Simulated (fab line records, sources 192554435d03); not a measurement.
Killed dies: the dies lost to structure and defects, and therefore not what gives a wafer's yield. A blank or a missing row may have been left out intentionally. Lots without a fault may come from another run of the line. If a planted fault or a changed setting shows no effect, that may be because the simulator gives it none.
Matching of chambers / flow n5_finfet / 4 sister chambers for N5_BEOL_M11_VIA_ETCH_34 on rie_diel-01
The step etches SiCOH lowk in C4F6/O2, target depth 184.5 nm, time 69.2 s. 24 wafers are shown with their chamber, then 12 later ones without.

== WAFERS PAIRED WITH THEIR CHAMBERS ==
wafer=L075.2; chamber=0; drypump_motor_current_A (A)=5.5; rf_vpp_V (V)=676; showerhead_plenum_p_Torr (Torr)=2.80
wafer=L075.3; chamber=3; drypump_motor_current_A (A)=6.0; rf_vpp_V (V)=634; showerhead_plenum_p_Torr (Torr)=2.93
wafer=L075.6; chamber=0; drypump_motor_current_A (A)=5.5; rf_vpp_V (V)=676; showerhead_plenum_p_Torr (Torr)=2.80
wafer=L076.1; chamber=3; drypump_motor_current_A (A)=6.0; rf_vpp_V (V)=632; showerhead_plenum_p_Torr (Torr)=2.92
wafer=L076.3; chamber=1; drypump_motor_current_A (A)=5.4; rf_vpp_V (V)=680; showerhead_plenum_p_Torr (Torr)=2.80
wafer=L076.6; chamber=2; drypump_motor_current_A (A)=5.3; rf_vpp_V (V)=681; showerhead_plenum_p_Torr (Torr)=2.78
wafer=L084.3; chamber=3; drypump_motor_current_A (A)=6.0; rf_vpp_V (V)=632; showerhead_plenum_p_Torr (Torr)=2.92
wafer=L084.4; chamber=2; drypump_motor_current_A (A)=5.3; rf_vpp_V (V)=680; showerhead_plenum_p_Torr (Torr)=2.78
wafer=L084.6; chamber=1; drypump_motor_current_A (A)=5.4; rf_vpp_V (V)=680; showerhead_plenum_p_Torr (Torr)=2.80
wafer=L085.1; chamber=1; drypump_motor_current_A (A)=5.4; rf_vpp_V (V)=680; showerhead_plenum_p_Torr (Torr)=2.80
wafer=L085.2; chamber=2; drypump_motor_current_A (A)=5.3; rf_vpp_V (V)=682; showerhead_plenum_p_Torr (Torr)=2.77
wafer=L085.3; chamber=0; drypump_motor_current_A (A)=5.5; rf_vpp_V (V)=673; showerhead_plenum_p_Torr (Torr)=2.79
wafer=L085.4; chamber=3; drypump_motor_current_A (A)=6.0; rf_vpp_V (V)=631; showerhead_plenum_p_Torr (Torr)=2.92
wafer=L085.5; chamber=3; drypump_motor_current_A (A)=6.0; rf_vpp_V (V)=633; showerhead_plenum_p_Torr (Torr)=2.92
wafer=L085.6; chamber=2; drypump_motor_current_A (A)=5.3; rf_vpp_V (V)=681; showerhead_plenum_p_Torr (Torr)=2.77
wafer=L087.2; chamber=0; drypump_motor_current_A (A)=5.5; rf_vpp_V (V)=675; showerhead_plenum_p_Torr (Torr)=2.79
wafer=L087.5; chamber=0; drypump_motor_current_A (A)=5.5; rf_vpp_V (V)=675; showerhead_plenum_p_Torr (Torr)=2.79
wafer=L087.6; chamber=1; drypump_motor_current_A (A)=5.4; rf_vpp_V (V)=680; showerhead_plenum_p_Torr (Torr)=2.80
wafer=L089.1; chamber=3; drypump_motor_current_A (A)=6.1; rf_vpp_V (V)=631; showerhead_plenum_p_Torr (Torr)=2.91
wafer=L089.2; chamber=2; drypump_motor_current_A (A)=5.3; rf_vpp_V (V)=680; showerhead_plenum_p_Torr (Torr)=2.77
wafer=L089.3; chamber=0; drypump_motor_current_A (A)=5.5; rf_vpp_V (V)=676; showerhead_plenum_p_Torr (Torr)=2.79
wafer=L089.4; chamber=1; drypump_motor_current_A (A)=5.4; rf_vpp_V (V)=680; showerhead_plenum_p_Torr (Torr)=2.79
wafer=L089.5; chamber=3; drypump_motor_current_A (A)=6.0; rf_vpp_V (V)=632; showerhead_plenum_p_Torr (Torr)=2.91
wafer=L089.6; chamber=0; drypump_motor_current_A (A)=5.5; rf_vpp_V (V)=675; showerhead_plenum_p_Torr (Torr)=2.79

SIGNATURES, as means of the wafers listed above
reading=drypump_motor_current_A; chamber 0=5.500; chamber 1=5.400; chamber 2=5.300; chamber 3=6.014; scatter within a chamber=0.0207
reading=rf_vpp_V; chamber 0=675.14; chamber 1=680.00; chamber 2=680.80; chamber 3=632.14; scatter within a chamber=0.909
reading=showerhead_plenum_p_Torr; chamber 0=2.7929; chamber 1=2.7980; chamber 2=2.7740; chamber 3=2.9186; scatter within a chamber=0.00561
Rule: for a wafer and a chamber, the distance is found by dividing, reading by reading, the gap between the wafer's reading and the chamber's mean by the reading's scatter, squaring, summing and taking the root. The wafer belongs to the nearest chamber; if the next one is less than 2 further off, it can't be placed. How the scatter is found: for the shown wafers, subtract from each reading the mean of its chamber, square and add these, divide the total by (wafers less chambers), then take the root.

== WAFERS WITH NO CHAMBER GIVEN ==
wafer=L093.3; drypump_motor_current_A (A)=5.5; rf_vpp_V (V)=676; showerhead_plenum_p_Torr (Torr)=2.79
wafer=L093.5; drypump_motor_current_A (A)=5.4; rf_vpp_V (V)=681; showerhead_plenum_p_Torr (Torr)=2.79
wafer=L093.6; drypump_motor_current_A (A)=5.3; rf_vpp_V (V)=681; showerhead_plenum_p_Torr (Torr)=2.77
wafer=L097.2; drypump_motor_current_A (A)=5.4; rf_vpp_V (V)=680; showerhead_plenum_p_Torr (Torr)=2.79
wafer=L097.3; drypump_motor_current_A (A)=5.3; rf_vpp_V (V)=680; showerhead_plenum_p_Torr (Torr)=2.76
wafer=L097.6; drypump_motor_current_A (A)=5.4; rf_vpp_V (V)=680; showerhead_plenum_p_Torr (Torr)=2.79
wafer=L096.1; drypump_motor_current_A (A)=5.5; rf_vpp_V (V)=675; showerhead_plenum_p_Torr (Torr)=2.78
wafer=L096.2; drypump_motor_current_A (A)=5.3; rf_vpp_V (V)=680; showerhead_plenum_p_Torr (Torr)=2.76
wafer=L096.3; drypump_motor_current_A (A)=6.0; rf_vpp_V (V)=630; showerhead_plenum_p_Torr (Torr)=2.91
wafer=L096.4; drypump_motor_current_A (A)=5.4; rf_vpp_V (V)=679; showerhead_plenum_p_Torr (Torr)=2.79
wafer=L096.5; drypump_motor_current_A (A)=5.5; rf_vpp_V (V)=674; showerhead_plenum_p_Torr (Torr)=2.78
wafer=L096.6; drypump_motor_current_A (A)=5.4; rf_vpp_V (V)=681; showerhead_plenum_p_Torr (Torr)=2.79

== WHICH CHAMBER EACH ONE RAN IN ==
wafer=L093.3; from the rows above=0; in truth=0
wafer=L093.5; from the rows above=1; in truth=1
wafer=L093.6; from the rows above=2; in truth=2
wafer=L097.2; from the rows above=1; in truth=1
wafer=L097.3; from the rows above=2; in truth=2
wafer=L097.6; from the rows above=1; in truth=1
wafer=L096.1; from the rows above=0; in truth=0
wafer=L096.2; from the rows above=2; in truth=2
wafer=L096.3; from the rows above=3; in truth=3
wafer=L096.4; from the rows above=1; in truth=1
wafer=L096.5; from the rows above=0; in truth=0
wafer=L096.6; from the rows above=1; in truth=1
Correctly placed: 12 of 12. Not placeable from these rows: 0. Number placed wrongly: 0.
